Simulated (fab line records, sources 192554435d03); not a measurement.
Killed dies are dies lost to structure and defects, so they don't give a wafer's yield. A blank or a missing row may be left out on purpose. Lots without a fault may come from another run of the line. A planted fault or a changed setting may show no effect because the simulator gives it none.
Split-lot experiment | flow n5_finfet | 7 lots, 21 wafers read, on a route of 1938 steps

THE SPLIT
At N5_BEOL_M8_PECVD_70 (deposits SiO2 from TEOS/O2, target thk 20 nm, time 22.7 s), the setting temp_c was moved away from the recipe's 400 C on 4 of the 21 wafers read, by -4.3% to +4.5%. The other wafers ran this setting at the recipe's value.

FROM THE SPLIT TO THE READING: what the file shows between them, 9 steps
- N5_BEOL_M8_PEB_09: peb time 60 s (also split here: peb_time_s)
- N5_BEOL_M8_DEVELOP_10: develop time 30 s
- N5_BEOL_M8_CD_MEAS_11: target cd 38.5 nm
- N5_BEOL_M8_DESCUM_16: chemistry O2, time 7.9 s
- N5_BEOL_M8_ETCH_61: etches SiARC in CF4, target depth 45.5 nm, time 75.8 s
- N5_BEOL_M8_ETCH_62: etches SOC in N2/H2, target depth 110 nm, overetch 22 nm, time 165 s
- N5_BEOL_M8_STRIP_68: strips in N2/H2
- N5_BEOL_M8_STRIP_67: strips in CF4
- N5_BEOL_M8_STRIP_80: strips in N2/H2, time 10 s

THE READING
SiO2_of_BEOL_M8_PECVD_70.thk_nm (the simulator's own value, which no gauge read), in nm, at N5_BEOL_M8_HM_STRIP_39 (strips TiN in peroxide tin strip, target depth 25 nm, time 158 s). The file gives no usual value for it. The 17 wafers here that ran the recipe average 19.8 nm, standard deviation 0.27 nm.

wafer  | tool, chamber at the split | temp_c as run, C | against the recipe | SiO2_of_BEOL_M8_PECVD_70.thk_nm, nm | against lot-mates on the recipe
L074.3 | pecvd-03, 0                | 400              | recipe             | 19.2                                | -
L074.4 | pecvd-03, 1                | 382.6            | -4.3%              | 22                                  | +2.6
L074.5 | pecvd-03, 2                | 400              | recipe             | 19.6                                | -
L080.1 | pecvd-01, 1                | 400              | recipe             | 19.8                                | -
L080.2 | pecvd-01, 2,0              | 400              | recipe             | 19.6                                | -
L080.3 | pecvd-01, 2,0              | 400              | recipe             | 19.6                                | -
L083.1 | pecvd-04, 2,1              | 400              | recipe             | 19.6                                | -
L083.4 | pecvd-04, 2,1              | 400              | recipe             | 19.8                                | -
L083.6 | pecvd-04, 2                | 400              | recipe             | 20                                  | -
L087.2 | pecvd-04, 1                | 400              | recipe             | 19.6                                | -
L087.4 | pecvd-04, 0                | 400              | recipe             | 20.4                                | -
L087.6 | pecvd-04, 1                | 400              | recipe             | 20                                  | -
L090.3 | pecvd-01, 0                | 417.9            | +4.5%              | 17.4                                | -2.6
L090.4 | pecvd-01, 2                | 417.9            | +4.5%              | 17.4                                | -2.6
L090.6 | pecvd-01, 0                | 400              | recipe             | 20                                  | -
L091.1 | pecvd-04, 2,2,1            | 400              | recipe             | 20                                  | -
L091.5 | pecvd-04, 2,2,1            | 400              | recipe             | 20                                  | -
L091.6 | pecvd-04, 2,2,1            | 400              | recipe             | 20                                  | -
L094.1 | pecvd-03, 0                | 404.7            | +1.2%              | 18.6                                | -1.1
L094.3 | pecvd-03, 0                | 400              | recipe             | 19.8                                | -
L094.4 | pecvd-03, 1                | 400              | recipe             | 19.6                                | -
Where a row lists several chambers, the file gives one row for several wafers and doesn't say which wafer went through which chamber.

THE FIT
A straight line over all 21 wafers: SiO2_of_BEOL_M8_PECVD_70.thk_nm changes by -0.535 nm for each +1% of temp_c; r = -0.96; the points scatter about the line by 0.28 nm.
The same after taking each lot's own level away (the mean of its wafers on the recipe; 21 wafers): -0.593 nm for each +1%; r = -0.98; scatter 0.19 nm.
On that fit, the largest move of temp_c shifts the reading by 2.7 nm.
The lots' own levels span 19.40 to 20.00 nm, that is 2.3 times the standard deviation above.
So the lot-to-lot level changes the slope little: the two slopes agree.
Check: with one of the wafers moved furthest among these (+4.5%) left out of the fit, the line predicts -2.7 nm for it against its lot-mates. It came out at -2.6 nm against them.

OTHER SPLITS ON THESE WAFERS
These wafers also went through other splits before the reading. Each is held against what the fit with the lots' levels taken away leaves over:
other split on the same wafers     | wafers away from the commonest value | r with SiO2_of_BEOL_M8_PECVD_70.thk_nm (lot level and that fit taken away)
N5_BEOL_M7_TRENCH_ETCH_37 source_w | 10                                   | +0.15
N5_BEOL_M8_PEB_09 peb_time_s       | 10                                   | +0.10

THE WHOLE CHAIN: every reading that the file lists as answering this split, in the file's order
step                   | what it does                                                     | reading                                                                          | change (the file's fit)               | r (the file's)
N5_BEOL_M8_PECVD_70    | deposits SiO2 from TEOS/O2, target thk 20 nm, time 22.7 s        | SiO2_of_BEOL_M8_PECVD_70.thk_nm (the simulator's own value, which no gauge read) | -0.612 nm for each +1% of the setting | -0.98
N5_BEOL_M8_HM_STRIP_39 | strips TiN in peroxide tin strip, target depth 25 nm, time 158 s | SiO2_of_BEOL_M8_PECVD_70.thk_nm (the simulator's own value, which no gauge read) | -0.601 nm for each +1% of the setting | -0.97

THE FILE'S OWN FIT
SiO2_of_BEOL_M8_PECVD_70.thk_nm changes by -0.601 nm for each +1% of temp_c, r = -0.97.
